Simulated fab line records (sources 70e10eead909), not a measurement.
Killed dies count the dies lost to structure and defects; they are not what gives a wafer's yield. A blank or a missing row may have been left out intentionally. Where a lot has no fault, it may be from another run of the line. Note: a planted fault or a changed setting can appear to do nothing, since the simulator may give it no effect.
fab line records + flow nand_harc
record
- lots=14
- wafers=39
- last_day=33
route steps=1302 shown P_GATE@189 P_CONTACT@233 END@1302
lots with no fault: from the same line, run without faults
start_h: the number of hours between the record's first day and the start of the first shown wafer of the lot + wait_h: time in hours since the lot's previous step + " unchanged from the row above + L1.1+2: one row covering several wafers at once + - either no value or no given start + * or withheld: withheld + < > ~ a bound
route shown NAME@n: names a module that has steps shown in the file, with the first one's number in the route + usual: mean/standard deviation taken from wafers without a fault + same: alike in all rows + chamber/n: place in a boat + sites: per-site readings + _std_site: the standard deviation of these + _edge_site: the outer-site mean with the inner-site mean subtracted + radius_mm: how far each site lies from the wafer's centre + mask NAME#n: copy n + behind: the tool/chamber that last shaped the wafer + hold: the reason the lot was held/the length of the hold in hours/how it ended + device: the n, p or np transistor that did not switch + end of line: the route-end tests of the same wafers + a step with no rows: only its recipe + killed: count of dies lost to structure and defects at first sort (not the wafer's yield) + map: dies across one wafer; x = killed, . = not, _ = none there
set.NAME: setting as actually run; set.NAME@STEP: the setting as run at that earlier step + model.NAME: the simulator's own value behind a step, which no gauge read
a sample of lots followed through the steps of the route, with each step as a table and each wafer as a row
services: when a tool's chamber went out of use (start_h, in hours from the record's first day, below 0 if earlier), for how many hours, and the reason
## steps
# step NHARC_P_GATE_STRIP_112
# recipe
- power_w=1500
- temp_c=110
- time_s=200
- chemistry=N2/H2
# usual
- drypump_motor_current_A=6.1/0.4
- heater_power_w=90/6.7
| lot.wafer | tool            | chamber | start_h | wait_h | drypump_motor_current_A | heater_power_w | rf_hours_counter_h |
|-----------|-----------------|---------|---------|--------|-------------------------|----------------|--------------------|
| L898.1    | plasma_asher-01 | 0       | 122.64  | 0.2    | 5.7                     | 85             | 28                 |
| L898.3    | "               | 1       | "       | "      | 5.7                     | 99             | -                  |
| L898.6    | "               | 0       | "       | "      | 5.7                     | 85             | -                  |
| L900.1    | plasma_asher-02 | 1       | 137.35  | 0.2    | 5.9                     | 84             | 12                 |
| L900.3    | "               | 0       | "       | "      | 6.6                     | 97             | -                  |
| L900.5    | "               | 0       | "       | "      | 6.6                     | 98             | -                  |
| L901.1    | plasma_asher-01 | 1       | 150.49  | 0.2    | 5.7                     | 96             | 33                 |
| L901.2    | "               | 0       | "       | "      | 5.7                     | 82             | 33                 |
| L901.5    | "               | 1       | "       | "      | 5.7                     | 99             | -                  |
| L903.1    | plasma_asher-02 | 1       | 169.77  | 0.3    | 5.9                     | 85             | 19                 |
| L903.3    | "               | 0       | "       | "      | 6.6                     | 95             | -                  |
| L903.5    | "               | 0       | "       | "      | 6.6                     | 94             | -                  |
| L902.1    | plasma_asher-02 | 1       | 170.21  | 0.2    | 5.9                     | 83             | 20                 |
| L902.2    | "               | 0       | "       | "      | 6.6                     | 97             | 20                 |
| L902.5    | "               | 1       | "       | "      | 5.9                     | 85             | -                  |
| L904.3    | plasma_asher-02 | 1       | 184.89  | 0.2    | 5.9                     | 83             | -                  |
| L904.4    | "               | 0       | "       | "      | 6.6                     | 96             | -                  |
| L904.6    | "               | 0       | "       | "      | 6.6                     | 97             | -                  |
| L905.2    | plasma_asher-02 | 1       | 207.56  | 0.2    | 5.9                     | 84             | 27                 |
| L905.4    | "               | 0       | "       | "      | 6.6                     | 94             | -                  |
| L905.6    | "               | 0       | "       | "      | 6.6                     | 98             | -                  |
| L908.1    | plasma_asher-02 | 1       | 226.94  | 0.2    | 5.9                     | 86             | 33                 |
| L908.2    | "               | 0       | "       | "      | 6.7                     | 97             | 33                 |
| L908.6    | "               | 1       | "       | "      | 5.9                     | 83             | -                  |
| L909.2    | plasma_asher-02 | 0       | 229.69  | 0.4    | 6.6                     | 98             | 35                 |
| L909.1    | "               | 1       | "       | "      | 5.9                     | 84             | 35                 |
| L909.5    | "               | 0       | "       | "      | 6.6                     | 99             | -                  |
| L911.2    | plasma_asher-01 | 1       | 261.83  | 0.2    | 5.7                     | 98             | 14                 |
| L911.3    | "               | 1       | "       | "      | 5.7                     | 93             | -                  |
| L911.5    | "               | 0       | "       | "      | 5.7                     | 83             | -                  |
| L917.2    | plasma_asher-01 | 1       | 308.03  | 0.2    | 5.7                     | 95             | 22                 |
| L917.4    | "               | 1       | "       | "      | 5.7                     | 95             | -                  |
| L918.4    | plasma_asher-01 | 1       | 319.32  | 0.2    | 5.7                     | 96             | -                  |
| L918.6    | "               | 0       | "       | "      | 5.7                     | 84             | -                  |
| L919.1    | plasma_asher-02 | 1       | 338.46  | 0.2    | 5.9                     | 83             | 16                 |
| L919.6    | "               | 1       | "       | "      | 5.9                     | 83             | -                  |
| L920.2    | plasma_asher-02 | 0       | 344.01  | 0.2    | 6.6                     | 97             | 18                 |
| L920.1    | "               | 1       | "       | "      | 6.0                     | 82             | 18                 |
| L920.6    | "               | 1       | "       | "      | 6.0                     | 82             | -                  |
# step NHARC_P_GATE_RTA_80
# recipe
- temp_c=300
- time_s=30
# usual
- wafer_temp_C_max=301.8/0.58
| lot.wafer | tool          | chamber | start_h | wait_h | wafer_temp_C_max |
|-----------|---------------|---------|---------|--------|------------------|
| L898.1    | rtp_anneal-01 | 0       | 126.20  | -      | 301.5            |
| L898.3    | "             | 0       | "       | "      | 301.5            |
| L898.6    | "             | 0       | "       | "      | 301.2            |
| L900.1    | rtp_anneal-01 | 0       | 141.10  | -      | 301.6            |
| L900.3    | "             | 0       | "       | "      | 301.1            |
| L900.5    | "             | 0       | "       | "      | 301.2            |
| L901.1    | rtp_anneal-02 | 0       | 154.08  | -      | 301.8            |
| L901.2    | "             | 0       | "       | "      | 301.7            |
| L901.5    | "             | 0       | "       | "      | 301.2            |
| L903.1    | rtp_anneal-01 | 0       | 173.38  | -      | 301.4            |
| L903.3    | "             | 0       | "       | "      | 301.4            |
| L903.5    | "             | 0       | "       | "      | 301.0            |
| L902.1    | rtp_anneal-02 | 0       | 174.15  | -      | 303.0            |
| L902.2    | "             | 0       | "       | "      | 302.2            |
| L902.5    | "             | 0       | "       | "      | 302.4            |
| L904.3    | rtp_anneal-02 | 0       | 188.48  | -      | 301.9            |
| L904.4    | "             | 0       | "       | "      | 302.2            |
| L904.6    | "             | 0       | "       | "      | 301.9            |
| L905.2    | rtp_anneal-01 | 0       | 211.20  | -      | 300.8            |
| L905.4    | "             | 0       | "       | "      | 300.7            |
| L905.6    | "             | 0       | "       | "      | 301.5            |
| L908.1    | rtp_anneal-02 | 0       | 230.50  | -      | 302.2            |
| L908.2    | "             | 0       | "       | "      | 302.6            |
| L908.6    | "             | 0       | "       | "      | 302.2            |
| L909.1    | rtp_anneal-02 | 0       | 233.33  | -      | 302.4            |
| L909.2    | "             | 0       | "       | "      | 301.9            |
| L909.5    | "             | 0       | "       | "      | 301.7            |
| L911.2    | rtp_anneal-01 | 0       | 265.44  | -      | 301.9            |
| L911.3    | "             | 0       | "       | "      | 301.3            |
| L911.5    | "             | 0       | "       | "      | 301.4            |
| L917.2    | rtp_anneal-02 | 0       | 311.70  | -      | 301.9            |
| L917.4    | "             | 0       | "       | "      | 302.4            |
| L918.4    | rtp_anneal-02 | 0       | 322.93  | -      | 301.9            |
| L918.6    | "             | 0       | "       | "      | 302.1            |
| L919.1    | rtp_anneal-02 | 0       | 341.99  | -      | 302.9            |
| L919.6    | "             | 0       | "       | "      | 302.8            |
| L920.1    | rtp_anneal-02 | 0       | 347.82  | -      | 302.1            |
| L920.2    | "             | 0       | "       | "      | 302.5            |
| L920.6    | "             | 0       | "       | "      | 303.0            |
# step NHARC_P_CONTACT_OVL_MEAS_13
# usual
- overlay_x_nm=0.0/0.81
- overlay_y_nm=0.0/0.84
| lot.wafer | tool       | chamber | start_h | wait_h | overlay_x_nm | overlay_y_nm |
|-----------|------------|---------|---------|--------|--------------|--------------|
| L898.1    | overlay-02 | -       | 128.56  | -      | -0.4         | 0.7          |
| L898.3    | "          | -       | "       | "      | -0.1         | 0.9          |
| L898.6    | "          | -       | "       | "      | 0.0          | 1.1          |
| L900.1    | overlay-01 | -       | 143.32  | -      | 1.3          | -0.2         |
| L900.3    | "          | -       | "       | "      | 1.2          | 0.1          |
| L900.5    | "          | -       | "       | "      | 1.3          | -1.0         |
| L901.1    | overlay-02 | -       | 156.51  | -      | 0.2          | -0.8         |
| L901.2    | "          | -       | "       | "      | 0.2          | -1.8         |
| L901.5    | "          | -       | "       | "      | 0.6          | -1.7         |
| L903.1    | overlay-02 | -       | 175.73  | -      | -1.4         | -1.1         |
| L903.3    | "          | -       | "       | "      | -1.3         | -1.5         |
| L903.5    | "          | -       | "       | "      | -1.7         | -1.3         |
| L902.1    | overlay-01 | -       | 176.52  | -      | -0.3         | 0.6          |
| L902.2    | "          | -       | "       | "      | 0.3          | 0.2          |
| L902.5    | "          | -       | "       | "      | 0.1          | 0.3          |
| L904.3    | overlay-02 | -       | 190.79  | -      | 0.3          | 1.4          |
| L904.4    | "          | -       | "       | "      | 0.6          | 1.6          |
| L904.6    | "          | -       | "       | "      | 1.0          | 0.8          |
| L905.2    | overlay-02 | -       | 213.41  | -      | -0.3         | 0.8          |
| L905.4    | "          | -       | "       | "      | -1.5         | 1.7          |
| L905.6    | "          | -       | "       | "      | -0.8         | 1.1          |
| L908.1    | overlay-02 | -       | 232.88  | -      | 0.0          | -0.3         |
| L908.2    | "          | -       | "       | "      | 0.2          | -0.8         |
| L908.6    | "          | -       | "       | "      | -0.2         | -0.4         |
| L909.1    | overlay-01 | -       | 235.68  | -      | -0.7         | 0.6          |
| L909.2    | "          | -       | "       | "      | 0.0          | 0.3          |
| L909.5    | "          | -       | "       | "      | -0.4         | -0.4         |
| L911.2    | overlay-01 | -       | 267.81  | -      | -1.0         | 0.4          |
| L911.3    | "          | -       | "       | "      | -0.3         | -0.5         |
| L911.5    | "          | -       | "       | "      | -0.8         | -0.1         |
| L917.2    | overlay-02 | -       | 314.02  | -      | 0.8          | 0.4          |
| L917.4    | "          | -       | "       | "      | 0.1          | 0.6          |
| L918.4    | overlay-01 | -       | 325.08  | -      | 1.7          | 1.3          |
| L918.6    | "          | -       | "       | "      | 0.9          | 0.9          |
| L919.1    | overlay-02 | -       | 344.22  | -      | -0.1         | 0.6          |
| L919.6    | "          | -       | "       | "      | -0.6         | 0.6          |
| L920.1    | overlay-01 | -       | 350.04  | -      | -1.3         | -1.6         |
| L920.2    | "          | -       | "       | "      | -0.9         | -1.4         |
| L920.6    | "          | -       | "       | "      | -0.9         | -0.9         |
# step NHARC_P_CONTACT_ETCH_18
# recipe
- target_depth_a=4810
- time_s=240.5
- c4f8_flow_sccm=20
- o2_flow_sccm=10
- ar_flow_sccm=withheld
- rf_w=600
- bias_w=1500
- chemistry=C4F8/O2/Ar
# usual
- oes_product_au=0.962/0.019
- rf_vpp_V=976/5.6
- run_length_s=261.7/0.5
| lot.wafer | tool        | chamber | start_h | wait_h | oes_product_au | rf_hours_counter_h | rf_vpp_V | run_length_s |
|-----------|-------------|---------|---------|--------|----------------|--------------------|----------|--------------|
| L898.1    | rie_diel-11 | 3       | 129.14  | -      | 0.997          | 2.0                | 968      | 261.6        |
| L898.3    | "           | 0       | "       | "      | 0.996          | 2.0                | 972      | 262.4        |
| L898.6    | "           | 0       | "       | "      | 0.985          | -                  | 972      | 262.1        |
| L900.1    | rie_diel-11 | 1       | 143.90  | -      | 0.967          | 2.9                | 984      | 261.6        |
| L900.3    | "           | 3       | "       | "      | 0.983          | 2.8                | 970      | 261.6        |
| L900.5    | "           | 1       | "       | "      | 0.960          | -                  | 984      | 261.3        |
| L901.2    | rie_diel-11 | 1       | 157.12  | -      | 0.962          | 4.1                | 986      | 262.0        |
| L901.1    | "           | 2       | "       | "      | 0.994          | 4.0                | 972      | 262.1        |
| L901.5    | "           | 0       | "       | "      | 0.977          | -                  | 974      | 262.0        |
| L903.3    | rie_diel-06 | 2       | 176.33  | -      | 0.951          | 0.8                | 978      | 261.6        |
| L903.1    | "           | 0       | "       | "      | 0.981          | 0.9                | 984      | 262.1        |
| L903.5    | "           | 2       | "       | "      | 0.956          | -                  | 977      | 261.2        |
| L902.2    | rie_diel-11 | 2       | 177.10  | -      | 0.982          | 5.2                | 972      | 262.2        |
| L902.1    | "           | 1       | "       | "      | 0.963          | 5.2                | 985      | 261.5        |
| L902.5    | "           | 2       | "       | "      | 0.992          | -                  | 973      | 262.9        |
| L904.4    | rie_diel-06 | 3       | 191.36  | -      | 0.937          | 1.4                | 974      | 262.3        |
| L904.3    | "           | 0       | "       | "      | 0.946          | 1.4                | 986      | 261.3        |
| L904.6    | "           | 3       | "       | "      | 0.936          | -                  | 976      | 262.1        |
| L905.4    | rie_diel-01 | 2       | 214.00  | -      | 0.965          | 0.3                | 977      | 261.1        |
| L905.2    | "           | 0       | "       | "      | 0.946          | 0.2                | 984      | 261.2        |
| L905.6    | "           | 2       | "       | "      | 0.958          | -                  | 976      | 261.1        |
| L908.2    | rie_diel-11 | 1       | 233.46  | -      | 0.959          | 8.7                | 985      | 261.7        |
| L908.1    | "           | 2       | "       | "      | 0.957          | 8.2                | 971      | 262.6        |
| L908.6    | "           | 2       | "       | "      | 0.959          | -                  | 972      | 262.3        |
| L909.1    | rie_diel-01 | 1       | 236.30  | -      | 0.969          | 1.1                | 971      | 262.3        |
| L909.2    | "           | 2       | "       | "      | 0.962          | 1.2                | 976      | 260.8        |
| L909.5    | "           | 3       | "       | "      | 0.986          | -                  | 976      | 261.8        |
| L911.3    | rie_diel-11 | 3       | 268.40  | -      | 0.963          | 0.3                | 970      | 261.7        |
| L911.2    | "           | 1       | "       | "      | 0.984          | 0.2                | 985      | 261.2        |
| L911.5    | "           | 3       | "       | "      | 0.967          | -                  | 971      | 261.9        |
| L917.2    | rie_diel-11 | 0       | 314.62  | -      | 0.928          | 2.6                | 971      | 200.6        |
| L917.4    | "           | 1       | "       | "      | 0.935          | 2.4                | 984      | 261.2        |
| L918.4    | rie_diel-11 | 2       | 325.81  | -      | 0.962          | -                  | 972      | 262.2        |
| L918.6    | "           | 0       | "       | "      | 0.974          | -                  | 972      | 200.3        |
| L919.1    | rie_diel-11 | 0       | 344.84  | -      | 0.986          | 4.6                | 971      | 262.1        |
| L919.6    | "           | 2       | "       | "      | 0.950          | -                  | 973      | 200.3        |
| L920.1    | rie_diel-06 | 3       | 350.62  | -      | 0.992          | 0.8                | 974      | 261.7        |
| L920.2    | "           | 2       | "       | "      | 0.964          | 0.6                | 978      | 261.4        |
| L920.6    | "           | 3       | "       | "      | 0.991          | -                  | 974      | 261.7        |
# step NHARC_END_SORT_01
# recipe
- temp_c=25
# usual
- killed_at_array=59/16
- killed_at_other=0.8/1.1
- killed_at_periphery=3.6/2.4
- killed_dies=64/16
- killed_open=3.4/1.8
- killed_short=2.5/1.6
# same
- gross_dies=677
| lot.wafer | tool      | chamber | start_h | wait_h | killed_at_array | killed_at_other | killed_at_periphery | killed_dies | killed_open | killed_short |
|-----------|-----------|---------|---------|--------|-----------------|-----------------|---------------------|-------------|-------------|--------------|
| L917.2    | prober-01 | 0       | 764.27  | 2.8    | 53              | 0               | 624                 | 677         | 3           | 2            |
| L917.4    | prober-01 | 0       | 765.85  | 3.4    | 62              | 0               | 1                   | 63          | 5           | 3            |
| L919.1    | prober-01 | 0       | 779.44  | 2.5    | 78              | 0               | 1                   | 79          | 6           | 1            |
| L919.6    | prober-01 | 0       | 783.47  | 4.0    | 64              | 0               | 613                 | 677         | 5           | 3            |
| L918.4    | prober-02 | 0       | 781.94  | 3.5    | 50              | 4               | 4                   | 58          | 4           | 1            |
| L918.6    | prober-02 | 0       | 783.58  | 4.1    | 44              | 2               | 631                 | 677         | 1           | 1            |
# killed by level:class
L917.2 P_CONTACT:area_etch=621 A_CHANNEL_HOLE_D2:chamber_film_flake=24 A_CHANNEL_HOLE_D1:chamber_film_flake=14 A_CONTACT:chamber_film_flake=4 A_SLIT:chamber_film_flake=3 A_STAIRCASE:chamber_film_flake=3 P_STI:geometric_particle:short=1 P_M0:geometric_particle:open=1
L917.4 A_CHANNEL_HOLE_D2:chamber_film_flake=27 A_CHANNEL_HOLE_D1:chamber_film_flake=18 A_STAIRCASE:chamber_film_flake=5 A_WL_FILL:geometric_particle:short=2 A_M0:geometric_particle:open=2 A_SLIT:chamber_film_flake=2 A_CONTACT:chamber_film_flake=2 P_M0:geometric_particle:open=1
L919.1 A_CHANNEL_HOLE_D2:chamber_film_flake=28 A_CHANNEL_HOLE_D1:chamber_film_flake=14 A_CONTACT:chamber_film_flake=10 A_SLIT:chamber_film_flake=8 A_STAIRCASE:chamber_film_flake=5 A_M1:chamber_film_flake=4 A_CHANNEL_HOLE_D2:geometric_particle:open=2 P_M0:geometric_particle:open=1
L918.4 A_SLIT:chamber_film_flake=34 THIN_TSV:chamber_film_flake=4 P_GATE:chamber_film_flake=3 A_STAIRCASE:chamber_film_flake=3 A_BLC:geometric_particle:open=2 A_ZERO_WELL:chamber_film_flake=2 A_CHANNEL_HOLE_D1:unspecified=2 A_CHANNEL_HOLE_D1:chamber_film_flake=2
L919.6 P_CONTACT:area_etch=610 A_CHANNEL_HOLE_D2:chamber_film_flake=20 A_CHANNEL_HOLE_D1:chamber_film_flake=12 A_STAIRCASE:chamber_film_flake=9 A_SLIT:chamber_film_flake=8 A_CONTACT:chamber_film_flake=6 A_ONON_D1:geometric_particle:open=2 A_M1:chamber_film_flake=2
L918.6 P_CONTACT:area_etch=626 A_SLIT:chamber_film_flake=30 P_GATE:chamber_film_flake=5 A_CONTACT:chamber_film_flake=4 A_CHANNEL_HOLE_D1:unspecified=3 A_CHANNEL_HOLE_D1:chamber_film_flake=2 THIN_TSV:chamber_film_flake=2 A_CHANNEL_HOLE_D1:geometric_particle:short=1
## services
| tool            | chamber | start_h | hours | kind       |
|-----------------|---------|---------|-------|------------|
| rie_diel-11     | 0       | 112.00  | -     | clean      |
| rie_diel-11     | 1       | 112.00  | -     | clean      |
| rie_diel-06     | 1       | 116.98  | 5.3   | repair     |
| rie_diel-01     | 2       | 124.90  | 8.0   | repair     |
| rie_diel-06     | -       | 130.20  | 9.0   | pm         |
| plasma_asher-01 | -       | 165.00  | 9.0   | pm         |
| rie_diel-01     | 2       | 189.10  | 4.8   | repair     |
| rie_diel-01     | -       | 203.81  | 9.0   | pm         |
| rie_diel-11     | 0       | 217.46  | 8.5   | repair     |
| plasma_asher-01 | -       | 224.70  | 11.9  | repair     |
| rie_diel-06     | 1       | 225.05  | 5.9   | repair     |
| plasma_asher-02 | -       | 249.28  | 9.0   | pm         |
| plasma_asher-02 | 0       | 249.28  | 9.0   | vent_cycle |
| plasma_asher-02 | 1       | 249.28  | 9.0   | vent_cycle |
| rie_diel-11     | 1       | 249.45  | 12.3  | repair     |
| rie_diel-11     | -       | 255.50  | 9.0   | pm         |
| plasma_asher-02 | 0       | 258.28  | -     | clean      |
| plasma_asher-02 | 1       | 258.28  | -     | clean      |
| rie_diel-01     | 3       | 292.95  | 21.6  | repair     |
| rie_diel-06     | -       | 307.20  | 9.0   | pm         |
| rie_diel-01     | 1       | 310.92  | 2.1   | repair     |
| rie_diel-11     | 1       | 321.73  | 7.7   | repair     |
| rie_diel-01     | 1       | 335.62  | 5.2   | repair     |
| plasma_asher-01 | -       | 342.00  | 9.0   | pm         |
## key
first_sign
- step=NHARC_P_CONTACT_ETCH_18
- reading=run_length_s
- direction=down
- sigmas=99+
- usual=*
- struck=*
effect
- step=NHARC_END_SORT_01
- reading=killed_at_periphery
- direction=up
- sigmas=99+
- usual=3.6
- struck=622.7
more_kills_born_at
- NHARC_P_CONTACT_ETCH_18@rie_diel-11=1857
met_at NHARC_P_CONTACT_ETCH_18
struck_lots L917,L918,L919
struck_wafers L917.2,L918.6,L919.6
later_rows_left_out L917.2,L918.6,L919.6
tester_left_out L917,L918,L919
not_acting_at NHARC_P_GATE_STRIP_112,NHARC_P_GATE_RTA_80,NHARC_P_CONTACT_OVL_MEAS_13
onset_between 268.40 314.62
fault
- kind=process_parameter_drift
- tool=rie_diel-11
- chamber=-
- onset_h=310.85
- steps=NHARC_P_CONTACT_ETCH_18
- channel=time_s
- offset=*
- shape=step
- end_h=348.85
- scope=struck_wafers_only
- acts_in=*
- stated=*
# tester_left_out: of these lots the tester's yield and bins aren't shown, on N5 and GAA mostly nor the transistor test; their killed dies are dies lost to structure and defects alone, not to doping, threshold or leakage, so they don't give the yield
# later_rows_left_out: the simulator's readings of these wafers behind a module that went badly wrong aren't trusted and aren't shown, but for the sort
